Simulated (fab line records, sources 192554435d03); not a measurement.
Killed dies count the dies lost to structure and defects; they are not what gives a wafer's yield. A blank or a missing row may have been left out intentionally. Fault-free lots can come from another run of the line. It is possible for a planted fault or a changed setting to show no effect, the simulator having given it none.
Problem report in the 8D (eight disciplines) form, filled by code | flow n5Finfet | the parts of the form that need people (team, actions taken, sign-off) are left out

## 1. WHAT IS WRONG
Wafers without a fault read 91.2 s, standard deviation 0.44; runLengthS at N5_BEOL_M15_ETCH_59 reads a mean of 95.8 s on 4 wafers belonging to 2 lots. That puts it +10 standard deviations away from the usual mean.
The step: etches BARC in N2/H2, target depth 89 nm, overetch 26.7 nm, time 67.9 s.
First observed at day 16 17:43: wafer L802.4, on rieDiel-05. The record holds 18 wafers of 6 lots with a number at this step. Rule for "out", or "out of limits": more than 4 standard deviations from the usual mean. All remaining wafers that have a number are taken as sound.

## 2. WHAT IT IS, WHAT IT ISN'T
question                    | is                             | is not
which readings at this step | runLengthS                     | chamberPressureMTorr, drypumpMotorCurrentA, oesProductAu, rfVppV, showerheadPlenumPTorr
which lots                  | L802, L805                     | L788, L791, L797, L808
which wafers of those lots  | L802.4, L802.5, L805.1, L805.5 | L802.6, L805.2
read on which tools         | rieDiel-05                     | rieDiel-02
when                        | from day 16 17:43              | up to then (10 sound wafers); but 4 sound wafers of L805, L808 came after

## 3. THE SUSPECTS, EACH WITH WHAT RULES IT OUT
Counting: a tool at a process step up to the reading stays a suspect if it ran every lot that is out. Sound lots after the first of them don't rule it out here, since some wafers of a struck lot are sound.
- rieDiel-05 at N5_BEOL_M15_DESCUM_15 (chemistry O2, time 7.9 s): kept. Ran every lot that is out, first one L802 (day 16 17:41); last sound lot up to then L791 (day 13 08:58).
- rieDiel-05 at N5_BEOL_M15_ETCH_59 (etches BARC in N2/H2, target depth 89 nm, overetch 26.7 nm, time 67.9 s): kept. Ran every lot that is out, first one L802 (day 16 17:43); last sound lot up to then L791 (day 13 09:01). Its own readings are out on those wafers: runLengthS.
Left after counting: rieDiel-05 at N5_BEOL_M15_DESCUM_15, rieDiel-05 at N5_BEOL_M15_ETCH_59.

## 4. THE CAUSE (what the simulator had put in)
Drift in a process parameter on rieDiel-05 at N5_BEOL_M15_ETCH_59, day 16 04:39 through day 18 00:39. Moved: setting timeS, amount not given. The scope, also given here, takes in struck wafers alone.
This tool is one of the 2 suspects left after counting.

## 5. THE EFFECT CHAIN, in route order
Each row: a reading whose mean over the struck wafers that have a number lies more than 3 standard deviations from the usual. Only readings whose record carries a usual standard deviation are examined. hours: median over the lots of the time between each lot's start at the first step of this table that gives one and its start at this step. sigmas: the change, counted in usual standard deviations.
hours | step                | reading    | usual  | on struck wafers | change | sigmas
0     | N5_BEOL_M15_ETCH_59 | runLengthS | 91.2 s | 95.8             | +4.6   | +10
Here are the process steps it includes:
- N5_BEOL_M15_ETCH_59: etches BARC in N2/H2, target depth 89 nm, overetch 26.7 nm, time 67.9 s.

## 6. HOW IT WOULD HAVE BEEN CAUGHT EARLIER
In this record no reading fell out of limits until day 16 17:43, 13 hours after the fault had begun at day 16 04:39.
